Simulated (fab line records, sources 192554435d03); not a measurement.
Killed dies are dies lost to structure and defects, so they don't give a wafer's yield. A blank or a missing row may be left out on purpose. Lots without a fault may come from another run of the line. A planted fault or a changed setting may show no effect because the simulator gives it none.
A struck lot beside a sound one | flow n5_finfet | 38 steps out of a route of 1938
Sound: wafers L473.2, L473.3, L473.4. Struck: wafers L465.2, L465.4. (L465.6 of the same lot was not struck and is left out.) The cause comes at the end.
At each step with rows: each side's tool, then ch and its chambers, then its first start. Under that, the readings that differ: sound wafers | struck wafers | difference of the means | sigmas: that difference in standard deviations of wafers without a fault.
alike: readings whose means differ by less than 2 such deviations, and words and numbers that are the same on both sides. not compared: withheld readings, readings that some wafer has no value for, bounds like >300 that may hide the same value, and numbers for which the record gives no deviation and whose values overlap.
The two part at a step that has a row with sigmas, a row that says differs or no value, or rows on one side only. Numbers that don't overlap but have no deviation are shown without sigmas and don't part them. A reading that every wafer of one side lacks parts them only if that side has two wafers or more.

first, 8 steps without rows for these wafers: N5_MOL_CONTACT_COAG_SRD_139 (time 30 s); N5_MOL_CONTACT_COAG_PRE_CLEAN_121; N5_MOL_CONTACT_COAG_CVD_140 (deposits W, target thk 66.5 nm, time 215 s); N5_MOL_CONTACT_COAG_PRECLEAN_127 (cleans in DIW, time 57.5 s); N5_MOL_CONTACT_COAG_SRD_128 (dry time 32 s); N5_MOL_CONTACT_COAG_CMP_52 (polishes, stops on SiO2, t overpolish 1.5 s, target thk 66.5 nm); N5_MOL_CONTACT_COAG_ANNEAL_112 (time 1800 s); N5_BEOL_M0_SAQP_PECVD_00 (deposits SiCN from 3MS/NH3, target thk 8 nm, time 14 s).
N5_BEOL_M0_SAQP_ILD_DEP_01: deposits SiOC from DEMS/O2, target thk 45.419 nm, time 8.7 s.
  sound on pecvd-01 ch 1,2, day 10 17:53; struck on pecvd-01 ch 2, day 8 07:50
  reading                                           | sound        | struck    | difference | sigmas
  model.SiOC_of_BEOL_M0_SAQP_ILD_DEP_01.thk_nm (nm) | 45 45.6 45.4 | 79.8 80.8 | +35.0      |
  alike: chamber_pressure_Torr, heater_power_w, showerhead_plenum_p_Torr, throttle_valve_pct
then, 25 steps without rows for these wafers: N5_BEOL_M0_SAQP_HM_DEP_02 (deposits TiN, target thk 12 nm); N5_BEOL_M0_SAQP_PECVD_03 (deposits SiCN from 3MS/NH3, target thk 12 nm, time 21.1 s); N5_BEOL_M0_SAQP_PECVD_96 (deposits a-Si from SiH4/He, target thk 45 nm, time 45.2 s); N5_BEOL_M0_SAQP_PECVD_97 (deposits SiNx from SiH4/NH3/N2, target thk 23 nm, time 19.9 s); N5_BEOL_M0_SAQP_PECVD_04 (deposits a-Si from SiH4/He, target thk 60 nm, time 60.2 s); N5_BEOL_M0_SAQP_HM_DEP_111 (deposits SiO2 from SiH4/N2O, target thk 12 nm, time 7.2 s); N5_BEOL_M0_SAQP_COAT_81 (time 60 s, resist thk 100 nm); N5_BEOL_M0_SAQP_COAT_82 (time 60 s, resist thk 30 nm); N5_BEOL_M0_SAQP_COAT_08 (resist thk 90 nm); N5_BEOL_M0_SAQP_EBR_10; N5_BEOL_M0_SAQP_SOFTBAKE_09 (time 60 s); N5_BEOL_M0_SAQP_EXPOSE_11 (exposes mask M0 CORE, target cd 42 nm); N5_BEOL_M0_SAQP_PEB_12 (peb time 60 s); N5_BEOL_M0_SAQP_DEVELOP_13 (develop time 30 s); N5_BEOL_M0_SAQP_DESCUM_19 (chemistry O2, time 7.9 s); N5_BEOL_M0_SAQP_ETCH_83 (etches SiARC in CF4, target depth 39 nm, time 65 s); N5_BEOL_M0_SAQP_ETCH_84 (etches SOC in N2/H2, target depth 100 nm, overetch 20 nm, time 150 s); N5_BEOL_M0_SAQP_STRIP_80 (strips in N2/H2); N5_BEOL_M0_SAQP_HM_OPEN_112 (chemistry CHF3/O2, target SiO2, stops on a-Si, target depth 12 nm, time 13.5 s); N5_BEOL_M0_SAQP_STRIP_113 (strips in CHF3/O2); N5_BEOL_M0_SAQP_MANDREL_ETCH_20 (etches a-Si in HBr/Cl2, stops on SiNx, target depth 60 nm, bt time 10 s, time 30 s); N5_BEOL_M0_SAQP_STRIP_86 (strips in N2/H2); N5_BEOL_M0_SAQP_STRIP_115 (strips in post etch residue remover, time 60 s); N5_BEOL_M0_SAQP_SRD_93 (time 30 s); N5_BEOL_M0_SAQP_RECESS_114 (chemistry HF/NH3, target SiO2, target depth 14.4 nm, afs cycles 3, sublimation time 60 s).
N5_BEOL_M0_CMP_120: polishes, stops on SiOC, t overpolish 6.9 s.
  sound on cmp-04 ch 0,1,3, day 11 05:32; struck on cmp-03 ch 2,3, day 8 23:55
  reading                                           | sound        | struck    | difference | sigmas
  model.SiOC_of_BEOL_M0_SAQP_ILD_DEP_01.thk_nm (nm) | 39 39.4 39.4 | 73.8 74.8 | +35.0      |
  alike: barrier_field_endpoint_s, motor_current_A, overpolish_run_s, time_to_endpoint_s
N5_BEOL_M0_RS_MEAS_126: measures by four-point-probe.
  sound on film_metro-01, day 11 06:05; struck on film_metro-01, day 9 00:24
  reading        | sound             | struck      | difference | sigmas
  M0_RS (ohm/sq) | 0.543 0.520 0.549 | 0.284 0.278 | -0.256     | -17
-- the record jumps here: 2 days lie between the struck wafers' starts before and after (it left off in module BEOL_M0 and takes up again in module BEOL_M4, whose first step shown is number 1111 of the route) --
N5_BEOL_M4_RC_MEAS_101:
  sound on prober-02 ch 0, day 12 23:08; struck on prober-01 ch 0, day 11 08:14
  alike: DIBL_N, DIBL_P, IOFF_N, IOFF_P, ION_N, ION_P, SS_N, SS_P, VT_N, VT_P
then, 1 step without rows for these wafers: N5_PASSIVATION_PROBE_49.

WHERE THEY PART
Only at N5_BEOL_M0_RS_MEAS_126, within this record. Later steps at which nothing parts them and some readings are alike: N5_BEOL_M4_RC_MEAS_101.

WHY: what the simulator had put in
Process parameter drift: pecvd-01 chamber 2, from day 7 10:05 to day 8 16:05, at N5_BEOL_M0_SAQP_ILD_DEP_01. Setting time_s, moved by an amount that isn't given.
